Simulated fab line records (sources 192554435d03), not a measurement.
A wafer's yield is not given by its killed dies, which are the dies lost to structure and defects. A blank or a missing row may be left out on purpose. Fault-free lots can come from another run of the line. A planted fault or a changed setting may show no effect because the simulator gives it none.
fab line records | flow n5_finfet
record: lots: 5 wafers: 15 last_day: 16
route steps=1938 shown BEOL_M4@1071 PASSIVATION@1936
lots that met no fault: from a run of the same line without faults
start_h: hours from the record's first day to the start of the lot's first wafer shown | wait_h: hours elapsed since this lot's preceding step | " repeats the value in the row above | L1.1+2: a single row standing in for several wafers | - value missing, or start not given | * or withheld: withheld | < > ~ a bound
route shown NAME@n: a module of which the file shows steps, and the number in the route of the first | usual: mean/standard deviation taken from wafers without a fault | same: alike in all rows | chamber/n: place in a boat | sites: each site's reading | _std_site: their standard deviation | _edge_site: inner sites' mean taken away from outer sites' mean | radius_mm: for every site, how far away it sits from the centre of the wafer | mask NAME#n: copy n | behind: the most recent tool/chamber to have shaped the wafer | hold: cause of the lot's hold/its duration in hours/its outcome | device: the transistor (n, p or np) that didn't switch | end of line: the tests these same wafers got at the end of their route | where a step has no rows: the recipe by itself | killed: dies that structure and defects cost at the first sort, which is not the same as the wafer's yield | map: a wafer's dies, marking killed ones x, the rest . and places with no die _
set.NAME: the setting the step ran with; set.NAME@STEP: the setting that earlier step ran with | model.NAME: the simulator's own value behind a step, which no gauge read
a table for each step, a row for each wafer; lots at some steps of the route
services: from which hour (start_h, from the record's first day; less than 0 if before it) a tool's chamber was out of use, for how many hours, and why
== steps ==
step: N5_BEOL_M4_ETCH_41
recipe: chemistry: CH3F/O2 target: SiCN target_depth_a: 299 taper_deg: 2 time_s: 52.5 ion_energy_ev: 120 mask_material: TiN pressure_mtorr: 30 source_w: 395 bias_w: 75 Ar_flow_sccm: 150 CH3F_flow_sccm: 30 O2_flow_sccm: 20
usual: drypump_motor_current_A: 5.7/0.35 oes_product_au: 0.81/0.087 rf_vpp_V: 297.0/1.6 showerhead_plenum_p_Torr: 1.99/0.067 throttle_valve_pct: 16.17/0.15
columns lot.wafer tool chamber start_h wait_h drypump_motor_current_A oes_product_au rf_hours_counter_h rf_vpp_V showerhead_plenum_p_Torr throttle_valve_pct
L165.1 rie_diel-01 1 - - 5.5 0.70 221 296.9 1.98 16.76
L165.3 " 3 " " 6.4 0.98 5 298.0 1.97 16.07
L165.6 " 3 " " 6.4 0.98 - 295.6 1.97 16.07
L172.2 rie_diel-06 2 - - 5.7 0.89 33 295.6 1.95 16.12
L172.4 " 0 " " 5.3 0.82 69 299.7 2.12 16.23
L172.5 " 2 " " 5.7 0.90 - 294.3 1.95 16.12
L179.3 rie_diel-02 2 - - 5.6 0.83 69 297.1 1.94 16.07
L179.5 " 2 " " 5.6 0.84 - 295.9 1.94 16.09
L179.6 " 1 " " 5.8 0.85 - 295.6 1.95 16.07
L181.3 rie_diel-01 3 - - 6.4 0.88 49 294.3 1.96 16.14
L181.4 " 2 " " 5.7 0.82 92 295.8 1.94 15.96
L181.5 " 2 " " 5.7 0.83 - 296.6 1.94 15.95
L183.2 rie_diel-02 3 - - 5.2 0.70 227 298.7 2.07 16.34
L183.5 " 0 " " 5.9 0.69 - 297.9 2.06 16.17
L183.6 " 1 " " 5.8 0.83 - 296.4 1.95 16.10
step: N5_BEOL_M4_STRIP_97
recipe: chemistry: N2/H2 time_s: 10 power_w: 450 temp_c: 40 pressure_mtorr: 20 rf_frequency_hz: 6e+07 bias_power_w: 7 n2_flow_sccm: 200 h2_flow_sccm: 200
step: N5_BEOL_M4_OCD_MEAS_38
usual: trench_depth_nm: 55.9/0.63
columns lot.wafer tool chamber start_h wait_h trench_depth_nm
L165.1 ocd-01 - 165.49 - 55.5
L165.3 " - " " 56.4
L165.6 " - " " 56.1
L172.2 ocd-02 - 226.63 - 56.0
L172.4 " - " " 56.6
L172.5 " - " " 57.0
L179.3 ocd-02 - 258.88 - 55.9
L179.5 " - " " 56.4
L179.6 " - " " 54.5
L181.3 ocd-02 - 280.77 - 56.7
L181.4 " - " " 56.1
L181.5 " - " " 55.6
L183.2 ocd-01 - 288.70 - 56.0
L183.5 " - " " 56.3
L183.6 " - " " 55.4
step: N5_BEOL_M4_HM_STRIP_39
recipe: chemistry: peroxide_tin_strip material: TiN target_depth_a: 250 temp_c: 50 time_s: 158
step: N5_BEOL_M4_SRD_40
recipe: time_s: 30 temp_c: 23 rinse_liquid: diw dry: ipa_marangoni
step: N5_BEOL_M4_PRECLEAN_42
recipe: chemistry: residue_remover time_s: 60 temp_c: 40
step: N5_BEOL_M4_SRD_43
recipe: time_s: 30 temp_c: 23 rinse_liquid: diw dry: ipa_marangoni
step: N5_BEOL_M4_CD_MEAS_35
recipe: target_cd_nm: 18 target_cd_y_nm: 22.4 polarity: opening
usual: cd_nm: 17.99/0.29
columns lot.wafer tool chamber start_h wait_h cd_nm
L165.1 cd_sem-01 - 165.65 0.0 17.83
L165.3 " - " " 17.94
L165.6 " - " " 18.19
L172.2 cd_sem-01 - 226.78 0.0 18.22
L172.4 " - " " 18.12
L172.5 " - " " 18.26
L179.3 cd_sem-01 - 259.03 0.0 17.62
L179.5 " - " " 17.85
L179.6 " - " " 18.37
L181.3 cd_sem-01 - 280.94 0.0 18.21
L181.4 " - " " 17.71
L181.5 " - " " 17.56
L183.2 cd_sem-01 - 288.85 0.0 17.95
L183.5 " - " " 17.81
L183.6 " - " " 17.70
step: N5_BEOL_M4_DEGAS_44
recipe: ambient: vacuum temp_c: 250 time_s: 60
usual: heater_power_w: 337/34
columns lot.wafer tool chamber start_h wait_h heater_power_w
L165.1 pvd_sputter-02 - 166.06 0.4 356
L165.3 " - " " 346
L165.6 " - " " 344
L172.2 pvd_sputter-01 - 227.23 0.4 373
L172.4 " - " " 302
L172.5 " - " " 379
L179.3 pvd_sputter-03 - 259.22 0.2 275
L179.5 " - " " 389
L179.6 " - " " 388
L181.3 pvd_sputter-01 - 280.98 0.0 307
L181.4 " - " " 372
L181.5 " - " " 315
L183.2 pvd_sputter-01 - 289.50 0.6 379
L183.5 " - " " 317
L183.6 " - " " 371
step: N5_BEOL_M4_PRE_CLEAN_45
recipe: gas: H2/He time_s: 30 temp_c: 250
usual: heater_power_w: 337/35
columns lot.wafer tool chamber start_h wait_h heater_power_w
L165.1 pvd_sputter-02 - 166.10 0.0 347
L165.3 " - " " 346
L165.6 " - " " 351
L172.2 pvd_sputter-01 - 227.27 0.0 360
L172.4 " - " " 309
L172.5 " - " " 374
L179.3 pvd_sputter-03 - 259.26 0.0 281
L179.5 " - " " 387
L179.6 " - " " 384
L181.3 pvd_sputter-01 - 281.02 0.0 302
L181.4 " - " " 374
L181.5 " - " " 312
L183.2 pvd_sputter-01 - 289.54 0.0 377
L183.5 " - " " 304
L183.6 " - " " 373
step: N5_BEOL_M4_ALD_84
recipe: material: TaN target_thk_a: * temp_c: 275 ald_precursor_family: PDMAT ald_co_reactant: NH3 pressure_torr: 3 carrier_flow_sccm: 1500 pulse_time_s: 2 purge_time_s: 3 co_reactant_purge_time_s: 2 co_reactant_pulse_time_s: 3 ald_cycles: 30 precursor_vessel_temp_c: 75 precursor_vessel_pressure_torr: 26.25 precursor_vessel_carrier_sccm: 1000
step: N5_BEOL_M4_SURFACE_TREAT_85
recipe: gas: Ar time_s: * ion_energy_ev: * ion_current_ma_cm2: 0.5 pressure_mtorr: * ar_flow_sccm: 30
usual: throttle_valve_pct: *
columns lot.wafer tool chamber start_h wait_h throttle_valve_pct
L165.1 pvd_sputter-01 - 166.44 0.2 *
L165.3 " - " " *
L165.6 " - " " *
L172.2 pvd_sputter-01 - 227.81 0.1 *
L172.4 " - " " *
L172.5 " - " " *
L179.3 pvd_sputter-03 - 259.58 0.2 *
L179.5 " - " " *
L179.6 " - " " *
L181.3 pvd_sputter-01 - 281.58 0.2 *
L181.4 " - " " *
L181.5 " - " " *
L183.2 pvd_sputter-01 - 290.04 0.3 *
L183.5 " - " " *
L183.6 " - " " *
step: N5_BEOL_M4_CVD_47
recipe: material: Co target_thk_a: 30 temp_c: withheld precursor: CCTBA/H2 pressure_torr: 30 time_s: 223.8
usual: run_length_s: 246.8/0.49
columns lot.wafer tool chamber start_h wait_h run_length_s
L165.1 cvd_co-01 1 166.60 0.1 246.3
L165.3 " 0 " " 246.5
L165.6 " 0 " " 247.2
L172.2 cvd_co-02 1 227.90 0.1 246.4
L172.4 " 2 " " 246.6
L172.5 " 0 " " 247.8
L179.3 cvd_co-01 0 259.66 0.1 246.4
L179.5 " 1 " " 247.1
L179.6 " 2 " " 383.3
L181.3 cvd_co-02 2 281.66 0.1 246.6
L181.4 " 0 " " 247.6
L181.5 " 1 " " 246.4
L183.2 cvd_co-02 1 290.17 0.1 246.2
L183.5 " 1 " " 246.2
L183.6 " 0 " " 247.5
step: N5_BEOL_M4_SPUTTER_48
recipe: material: Cu target_thk_a: 45 temp_c: -20 chamber_pressure_pa: 0.07 power_w: withheld time_s: 8.29
usual: chuck_gas_flow_sccm: 1.26/0.052 throttle_valve_pct: 29.6/0.97
columns lot.wafer tool chamber start_h wait_h chuck_gas_flow_sccm throttle_valve_pct
L165.1 pvd_sputter-03 - 167.54 0.9 1.23 29.4
L165.3 " - " " 1.23 29.5
L165.6 " - " " 1.17 29.9
L172.2 pvd_sputter-03 - 228.30 0.3 1.25 30.0
L172.4 " - " " 1.27 31.9
L172.5 " - " " 1.31 29.6
L179.3 pvd_sputter-03 - 259.82 0.1 1.37 29.6
L179.5 " - " " 1.31 29.2
L179.6 " - " " 1.37 29.6
L181.3 pvd_sputter-01 - 281.86 0.1 1.20 30.1
L181.4 " - " " 1.24 30.1
L181.5 " - " " 1.23 29.6
L183.2 pvd_sputter-01 - 290.38 0.1 1.27 28.5
L183.5 " - " " 1.25 30.2
L183.6 " - " " 1.23 28.2
step: N5_BEOL_M4_RC_MEAS_101
usual: DIBL_N: 36.1/1.3 DIBL_P: 36.1/1.7 IOFF_N: 0.154/0.022 IOFF_P: 0.201/0.024 ION_N: 675/8.9 ION_P: 462/5.9 SS_N: 71.5/0.49 SS_P: 73.3/0.58 VT_N: 250.0/2.7 VT_P: -251.3/2.7
columns lot.wafer tool chamber start_h wait_h DIBL_N[mV/V] DIBL_P[mV/V] IOFF_N[nA/um] IOFF_P[nA/um] ION_N[uA/um] ION_P[uA/um] SS_N[mV/dec] SS_P[mV/dec] VT_N[mV] VT_P[mV]
L165.1 prober-01 0 170.42 0.0 36.1 36.9 0.149 0.171 676 454 72.0 73.6 247.8 -256.8
L165.3 " 0 " " 37.2 37.3 0.167 0.182 674 451 72.5 73.9 250.6 -255.5
L165.6 " 0 " " 37.5 37.9 0.170 0.193 677 451 71.6 74.0 251.1 -255.5
L172.2 prober-02 0 231.85 0.2 35.3 35.3 0.160 0.199 678 463 71.3 73.1 249.7 -249.6
L172.4 " 0 " " 34.9 34.0 0.140 0.175 674 453 71.3 73.1 247.0 -253.1
L172.5 " 0 " " 36.3 36.2 0.158 0.206 664 457 71.7 74.4 252.2 -252.7
L179.3 prober-01 0 263.21 0.3 37.4 39.3 0.179 0.223 669 462 72.0 74.1 250.0 -251.3
L179.5 " 0 " " 37.8 39.5 0.182 0.234 672 458 72.1 73.9 249.1 -248.8
L179.6 " 0 " " 37.1 38.9 0.172 0.217 679 462 71.7 73.5 251.0 -253.8
L181.3 prober-02 0 285.03 0.3 39.7 40.7 0.211 0.239 682 457 72.7 73.8 248.6 -251.5
L181.4 " 0 " " 35.6 35.6 0.132 0.168 666 454 71.4 73.0 256.1 -257.8
L181.5 " 0 " " 36.4 36.8 0.145 0.187 666 455 71.5 73.2 252.7 -253.4
L183.2 prober-02 0 293.39 0.2 37.9 37.6 0.178 0.213 681 469 72.2 75.4 248.2 -253.5
L183.5 " 0 " " 38.3 37.9 0.198 0.227 680 464 71.4 74.3 246.3 -250.5
L183.6 " 0 " " 37.7 37.8 0.175 0.215 687 464 71.9 74.3 247.6 -253.0
step: N5_PASSIVATION_PROBE_49
usual: defect_limited_yield: 90.9/1.3 killed_at_M0_to_M3: 35/10 killed_at_M4_up: 15/5.7 killed_at_contacts: 14/6.4 killed_at_front_end: 40/11 killed_at_other: 4/3.1 killed_dies: 108/16 killed_open: 71/11 killed_short: 34/7.7 sort_bin_5_function: 5.4/0.9 sort_bin_6_memory: 3.4/0.61 sort_n_pass: 1072/16 sort_yield_pct: 90.9/1.3
same: gross_dies: 1180 killed_at_back_side: 0 sort_bin_4_leakage[%]: 0 sort_bin_8_speed[%]: 0
columns lot.wafer tool chamber start_h wait_h defect_limited_yield[%] killed_at_M0_to_M3 killed_at_M4_up killed_at_contacts killed_at_front_end killed_at_other killed_dies killed_open killed_short sort_bin_5_function[%] sort_bin_6_memory[%] sort_n_pass sort_yield_pct[%]
L165.1 prober-01 - 272.91 0.0 91.3 46 15 15 25 2 103 63 37 4.5 3.8 1077 91.3
L165.3 prober-01 - 273.01 0.1 90.6 42 10 26 31 2 111 84 25 5.4 3.6 1069 90.6
L165.6 prober-01 - 273.16 0.3 90.6 50 14 7 39 1 111 85 26 5.8 3.5 1069 90.6
L183.2 prober-02 - 394.28 0.1 89.0 30 13 13 63 11 130 77 53 6.6 4.0 1050 89.0
L183.5 prober-02 - 394.43 0.2 89.5 36 11 17 55 5 124 72 51 6.5 3.7 1056 89.5
L183.6 prober-02 - 394.48 0.3 90.8 27 12 19 44 7 109 69 38 5.5 3.2 1071 90.8
killed by level:class
L165.1 BEOL_M3:geometric_particle:open=15 MOL_CONTACT_COAG:geometric_particle:open=13 BEOL_M0_SAQP:geometric_particle:short=8 BEOL_M3:geometric_particle:short=8 FIN_SAQP:geometric_particle:open=5 BEOL_M4:geometric_particle:open=5 GATE_CUT:geometric_particle:open=4 BEOL_M2:geometric_particle:short=4
L165.3 BEOL_M3:geometric_particle:open=24 MOL_CONTACT_COAG:geometric_particle:open=22 STI_FIN_REVEAL:geometric_particle:open=8 BEOL_M2:geometric_particle:open=6 FIN_SAQP:geometric_particle:open=4 MOL_CONTACT_COAG:geometric_particle:short=4 DUMMY_GATE:geometric_particle:open=4 BEOL_M3:geometric_particle:short=4
L165.6 BEOL_M3:geometric_particle:open=16 DUMMY_GATE:geometric_particle:open=12 BEOL_M1:geometric_particle:open=9 BEOL_M2:geometric_particle:open=8 BEOL_M7:geometric_particle:open=8 MOL_CONTACT_COAG:geometric_particle:open=6 BEOL_M0_SAQP:geometric_particle:open=5 DUMMY_GATE:geometric_particle:short=4
L183.2 STI_FIN_REVEAL:geometric_particle:open=14 MOL_CONTACT_COAG:geometric_particle:open=10 FIN_SAQP:geometric_particle:open=9 DUMMY_GATE:geometric_particle:open=8 FIN_SAQP:geometric_particle:short=7 STI_FIN_REVEAL:geometric_particle:short=6 BEOL_M0_SAQP:geometric_particle:short=6 GATE_CUT:geometric_particle:short=5
L183.5 MOL_CONTACT_COAG:geometric_particle:open=15 FIN_SAQP:geometric_particle:short=14 STI_FIN_REVEAL:geometric_particle:open=11 BEOL_M0_SAQP:geometric_particle:short=8 BEOL_M0_SAQP:geometric_particle:open=8 FIN_SAQP:geometric_particle:open=6 BEOL_M2:geometric_particle:open=5 DUMMY_GATE:geometric_particle:short=4
L183.6 FIN_SAQP:geometric_particle:open=12 MOL_CONTACT_COAG:geometric_particle:open=12 STI_FIN_REVEAL:geometric_particle:open=9 FIN_SAQP:geometric_particle:short=6 MOL_CONTACT_COAG:geometric_particle:short=6 BEOL_M0_SAQP:geometric_particle:open=6 BEOL_M2:geometric_particle:open=6 DUMMY_GATE:geometric_particle:open=4
== services ==
columns tool chamber start_h hours kind
cvd_co-02 - 144.26 3.0 repair
cvd_co-01 - 147.27 6.0 pm
rie_diel-01 0 154.18 - clean
rie_diel-01 0 154.18 - consumable_replace:focus_ring
rie_diel-01 0 154.18 33.0 scheduled_down
rie_diel-01 0 154.18 33.0 vent_cycle
rie_diel-06 1 164.44 9.9 repair
cvd_co-01 2 167.15 10.9 repair
cvd_co-01 1 167.27 34.5 repair
pvd_sputter-02 - 174.26 5.0 repair
rie_diel-01 3 177.60 5.2 repair
cvd_co-02 - 178.10 0.3 repair
rie_diel-06 1 183.55 8.8 repair
cvd_co-01 - 202.00 3.4 repair
rie_diel-02 0 212.15 22.1 repair
rie_diel-06 3 215.95 2.9 repair
rie_diel-01 1 240.61 - clean
rie_diel-01 1 240.61 - consumable_replace:focus_ring
rie_diel-01 1 240.61 16.8 scheduled_down
rie_diel-01 1 240.61 16.8 vent_cycle
rie_diel-06 3 242.73 - clean
rie_diel-06 3 242.73 - consumable_replace:focus_ring
rie_diel-06 3 242.73 - consumable_replace:showerhead
rie_diel-02 2 281.00 6.7 repair
== key ==
first_sign: step: N5_BEOL_M4_CVD_47 reading: run_length_s direction: up sigmas: 99+ usual: * struck: *
effect none on later readings
met_at N5_BEOL_M4_CVD_47
struck_wafers L179.6
onset_between 166.60 259.66
fault: kind: process_parameter_drift tool: cvd_co-01 chamber: - onset_h: 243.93 steps: N5_BEOL_M4_CVD_47 channel: time_s offset: * shape: step end_h: 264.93 scope: struck_wafers_only acts_in: * stated: *
